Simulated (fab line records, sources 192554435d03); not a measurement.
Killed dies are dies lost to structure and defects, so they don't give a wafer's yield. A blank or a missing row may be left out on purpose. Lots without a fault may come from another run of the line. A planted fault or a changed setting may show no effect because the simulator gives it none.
Split-lot experiment | flow n5_finfet | 7 lots, 39 wafers read, on a route of 1938 steps

THE SPLIT
At N5_DUMMY_GATE_ETCH_32 (etches SiO2 in CF4, target depth 3.5 nm, time 3.9 s), the setting time_s was moved away from the recipe's 3.9 s on 15 of the 39 wafers read, by -11.2% to +23.0%. The other wafers ran this setting at the recipe's value.

The reading is taken at the split's own step.

THE READING
etch.depth_nm (the simulator's own value, which no gauge read), in nm, at N5_DUMMY_GATE_ETCH_32 (etches SiO2 in CF4, target depth 3.5 nm, time 3.9 s). The file gives no usual value for it. The 24 wafers here that ran the recipe average 3.462 nm, standard deviation 0.047 nm.

wafer  | tool, chamber at the split | time_s as run, s | against the recipe | etch.depth_nm, nm | against lot-mates on the recipe
L078.1 | rie_si-05, 3               | 3.465            | -11.2%             | 3.184             | -0.265
L078.2 | rie_si-05, 0               | 3.465            | -11.2%             | 3.09              | -0.359
L078.3 | rie_si-05, 2               | 3.9              | recipe             | 3.481             | -
L078.4 | rie_si-05, 1               | 3.465            | -11.2%             | 3.016             | -0.433
L078.5 | rie_si-05, 1               | 3.9              | recipe             | 3.391             | -
L078.6 | rie_si-05, 2               | 3.9              | recipe             | 3.474             | -
L079.1 | rie_si-06, 1               | 3.9              | recipe             | 3.438             | -
L079.2 | rie_si-06, 0               | 4.747            | +21.7%             | 4.19              | +0.724
L079.3 | rie_si-06, 2               | 3.9              | recipe             | 3.547             | -
L079.4 | rie_si-06, 3               | 4.747            | +21.7%             | 4.218             | +0.752
L079.5 | rie_si-06, 1               | 4.747            | +21.7%             | 4.21              | +0.744
L079.6 | rie_si-06, 0               | 3.9              | recipe             | 3.412             | -
L081.1 | rie_si-02, 0               | 3.9              | recipe             | 3.434             | -
L081.2 | rie_si-02, 1               | 3.9              | recipe             | 3.44              | -
L081.3 | rie_si-02, 0               | 3.9              | recipe             | 3.438             | -
L082.1 | rie_si-02, 0               | 4.469            | +14.6%             | 3.979             | +0.506
L082.2 | rie_si-02, 1               | 3.9              | recipe             | 3.426             | -
L082.3 | rie_si-02, 3               | 3.9              | recipe             | 3.521             | -
L082.4 | rie_si-02, 2               | 3.9              | recipe             | 3.471             | -
L082.5 | rie_si-02, 2               | 4.469            | +14.6%             | 4.017             | +0.544
L082.6 | rie_si-02, 3               | 4.469            | +14.6%             | 4.005             | +0.532
L090.1 | rie_si-02, 0               | 3.9              | recipe             | 3.432             | -
L090.2 | rie_si-02, 2               | 3.9              | recipe             | 3.484             | -
L090.3 | rie_si-02, 3               | 3.9              | recipe             | 3.467             | -
L090.4 | rie_si-02, 1               | 3.9              | recipe             | 3.413             | -
L090.5 | rie_si-02, 2               | 3.9              | recipe             | 3.527             | -
L090.6 | rie_si-02, 1               | 3.9              | recipe             | 3.45              | -
L094.1 | rie_si-06, 2               | 4.134            | +6.0%              | 3.748             | +0.279
L094.2 | rie_si-06, 1               | 3.9              | recipe             | 3.468             | -
L094.3 | rie_si-06, 3               | 3.9              | recipe             | 3.411             | -
L094.4 | rie_si-06, 0               | 4.134            | +6.0%              | 3.622             | +0.153
L094.5 | rie_si-06, 2               | 3.9              | recipe             | 3.529             | -
L094.6 | rie_si-06, 3               | 4.134            | +6.0%              | 3.639             | +0.170
L096.1 | rie_si-05, 3               | 4.796            | +23.0%             | 4.456             | +0.977
L096.2 | rie_si-05, 0               | 3.9              | recipe             | 3.497             | -
L096.3 | rie_si-05, 2               | 4.796            | +23.0%             | 4.249             | +0.770
L096.4 | rie_si-05, 1               | 3.9              | recipe             | 3.386             | -
L096.5 | rie_si-05, 3               | 3.9              | recipe             | 3.555             | -
L096.6 | rie_si-05, 0               | 4.796            | +23.0%             | 4.31              | +0.831

THE FIT
A straight line over all 39 wafers: etch.depth_nm changes by +0.0358 nm for each +1% of time_s; r = +0.99; the points scatter about the line by 0.056 nm.
The same after taking each lot's own level away (the mean of its wafers on the recipe; 39 wafers): +0.0352 nm for each +1%; r = +0.99; scatter 0.055 nm.
On that fit, the largest move of time_s shifts the reading by 0.81 nm.
The lots' own levels span 3.4373 to 3.4793 nm, that is 0.9 times the standard deviation above.
So the lot-to-lot level changes the slope little: the two slopes agree.
Check: with one of the wafers moved furthest among these (+23.0%) left out of the fit, the line predicts +0.791 nm for it against its lot-mates. It came out at +0.977 nm against them.

THE FILE'S OWN FIT
etch.depth_nm changes by +0.0354 nm for each +1% of time_s, r = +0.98.
